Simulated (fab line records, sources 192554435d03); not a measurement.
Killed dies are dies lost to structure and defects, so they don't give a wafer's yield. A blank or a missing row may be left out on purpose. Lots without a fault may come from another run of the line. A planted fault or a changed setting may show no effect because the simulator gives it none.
Chamber matching | flow n5_finfet | N5_BEOL_M4_VIA_ETCH_34 on rie_diel-04: 4 sister chambers
The step etches the open film in C4F6/O2, target depth 69.4 nm, time 65.9 s. 4 wafers are shown with their chamber, then 10 later ones without.

WAFERS WITH THEIR CHAMBER
wafer  | chamber | drypump_motor_current_A (A)
L086.1 | 1       | 5.8
L086.5 | 2       | 6.0
L089.3 | 0       | 5.0
L089.4 | 3       | 5.0

WAFERS WITHOUT THEIR CHAMBER
wafer  | drypump_motor_current_A (A)
L089.5 | 5.8
L092.2 | 6.0
L092.4 | 5.8
L092.5 | 5.8
L093.1 | 6.0
L093.4 | 6.0
L093.5 | 5.9
L095.2 | 5.0
L095.4 | 6.0
L095.6 | 5.1

WHICH CHAMBER EACH WENT THROUGH
wafer  | from the rows above     | in truth
L089.5 | 1                       | 1
L092.2 | 2                       | 2
L092.4 | 1                       | 1
L092.5 | 1                       | 1
L093.1 | 2                       | 2
L093.4 | 2                       | 2
L093.5 | can't be placed: 2 or 1 | 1
L095.2 | can't be placed: 0 or 3 | 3
L095.4 | 2                       | 2
L095.6 | can't be placed: 0 or 3 | 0
Placed correctly: 7 of 10. Can't be placed from these rows: 3 (the true chamber is among the candidates in 3). Placed wrongly: 0.
How it was worked out, from the rows above alone: a wafer's distance from a chamber is the root of the sum, over the readings, of the square of ((its reading less the chamber's mean) divided by the reading's scatter). The wafer belongs to the nearest chamber; if the next one is less than 2 further off, it can't be placed. A chamber's mean is the mean of its shown wafers. The scatter: with one shown wafer a chamber, the root of the mean of the squares of how far each hidden wafer lies from its nearest shown one.
